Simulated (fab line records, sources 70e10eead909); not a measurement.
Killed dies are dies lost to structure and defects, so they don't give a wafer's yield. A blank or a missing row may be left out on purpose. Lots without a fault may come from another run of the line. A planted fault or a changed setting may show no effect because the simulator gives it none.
A struck lot beside a sound one | flow nand_harc | 14 steps out of a route of 1159
Sound: wafers L587.1, L587.2, L587.4. Struck: wafer L602.1. (L602.2, L602.6 of the same lot were not struck and are left out.) The cause comes at the end.
At each step with rows: each side's tool, then ch and its chambers, then its first start. Under that, the readings that differ: sound wafers | struck wafers | difference of the means | sigmas: that difference in standard deviations of wafers without a fault.
alike: readings whose means differ by less than 2 such deviations, and words and numbers that are the same on both sides. not compared: withheld readings, readings that some wafer has no value for, bounds like >300 that may hide the same value, and numbers for which the record gives no deviation and whose values overlap.
The two part at a step that has a row with sigmas, a row that says differs or no value, or rows on one side only. Numbers that don't overlap but have no deviation are shown without sigmas and don't part them. A reading that every wafer of one side lacks parts them only if that side has two wafers or more.

first, 1 step without rows for these wafers: NHARC_A_STAIRCASE_DESCUM_219 (chemistry O2, time 3 s).
NHARC_A_STAIRCASE_TRIM_220: chemistry O2, time 211.2 s.
  sound on rie_diel-10 ch 1,2,3, day 12 05:14; struck on rie_diel-10 ch 2, day 15 15:56
  reading                | sound    | struck | difference | sigmas
  rf_hours_counter_h (h) | 33 31 33 | 60     | +28        |
  alike: drypump_motor_current_A, oes_product_au, rf_vpp_V, run_length_s, showerhead_plenum_p_Torr, throttle_valve_pct
NHARC_A_STAIRCASE_ETCH_221: etches the open film in C4F8/O2, target depth 100 nm, time 40.5 s.
  sound on rie_diel-10 ch 0,1,3; struck on rie_diel-10 ch 0
  reading                | sound    | struck | difference | sigmas
  rf_hours_counter_h (h) | 33 33 33 | 63     | +30        |
  alike: oes_product_au, rf_vpp_V
then, 2 steps without rows for these wafers: NHARC_A_STAIRCASE_TRIM_222 (chemistry O2, time 211.2 s); NHARC_A_STAIRCASE_ETCH_223 (etches the open film in C4F8/O2, target depth 100 nm, time 40.5 s).
NHARC_A_STAIRCASE_TRIM_224: chemistry O2, time 211.2 s.
  sound on rie_diel-10 ch 0,1,2; struck on rie_diel-10 ch 2
  reading                | sound    | struck | difference | sigmas
  rf_hours_counter_h (h) | 31 33 34 | 61     | +28        |
  alike: drypump_motor_current_A, oes_product_au, rf_vpp_V, run_length_s, showerhead_plenum_p_Torr, throttle_valve_pct
then, 3 steps without rows for these wafers: NHARC_A_STAIRCASE_ETCH_225 (etches the open film in C4F8/O2, target depth 100 nm, time 40.5 s); NHARC_A_STAIRCASE_TRIM_226 (chemistry O2, time 211.2 s); NHARC_A_STAIRCASE_ETCH_227 (etches the open film in C4F8/O2, target depth 100 nm, time 40.5 s).
NHARC_A_STAIRCASE_TRIM_229: chemistry O2, time 211.2 s.
  sound on rie_diel-10 ch 0,1,2, day 12 06:17; struck on rie_diel-10 ch 2, day 15 16:56
  reading                | sound    | struck | difference | sigmas
  rf_hours_counter_h (h) | 31 34 34 | 61     | +28        |
  alike: drypump_motor_current_A, oes_product_au, rf_vpp_V, run_length_s, showerhead_plenum_p_Torr, throttle_valve_pct
then, 1 step without rows for these wafers: NHARC_A_STAIRCASE_ETCH_230 (etches the open film in C4F8/O2, target depth 100 nm, time 40.5 s).
NHARC_A_STAIRCASE_TRIM_231: chemistry O2, time 211.2 s.
  sound on rie_diel-10 ch 0,1,3, day 12 06:34; struck on rie_diel-10 ch 2, day 15 17:14
  reading                | sound             | struck | difference | sigmas
  rf_hours_counter_h (h) | 33 34 34          | 61     | +27        |
  run_length_s (s)       | 232.4 232.6 232.6 | 299.1  | +66.6      | +99 or more
  alike: drypump_motor_current_A, oes_product_au, rf_vpp_V, showerhead_plenum_p_Torr, throttle_valve_pct
NHARC_A_STAIRCASE_ETCH_232: etches the open film in C4F8/O2, target depth 100 nm, time 40.5 s.
  sound on rie_diel-10 ch 0,2,3; struck on rie_diel-10 ch 2
  reading                | sound    | struck | difference | sigmas
  rf_hours_counter_h (h) | 33 34 31 | 61     | +28        |
  alike: oes_product_au, rf_vpp_V
-- the record jumps here: 8 days lie between the struck wafers' starts before and after (it left off in module A_STAIRCASE and takes up again in module END, whose first step shown is number 1159 of the route) --
NHARC_END_SORT_01:
  the record has rows for the struck wafers here (prober-01 ch 0, day 23 13:53) and none for the sound ones

WHERE THEY PART
First at NHARC_A_STAIRCASE_TRIM_231; last, within this record, at NHARC_END_SORT_01.

WHY: what the simulator had put in
Process parameter drift: rie_diel-10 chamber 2, from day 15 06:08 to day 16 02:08, at NHARC_A_STAIRCASE_TRIM_231. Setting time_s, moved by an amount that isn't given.
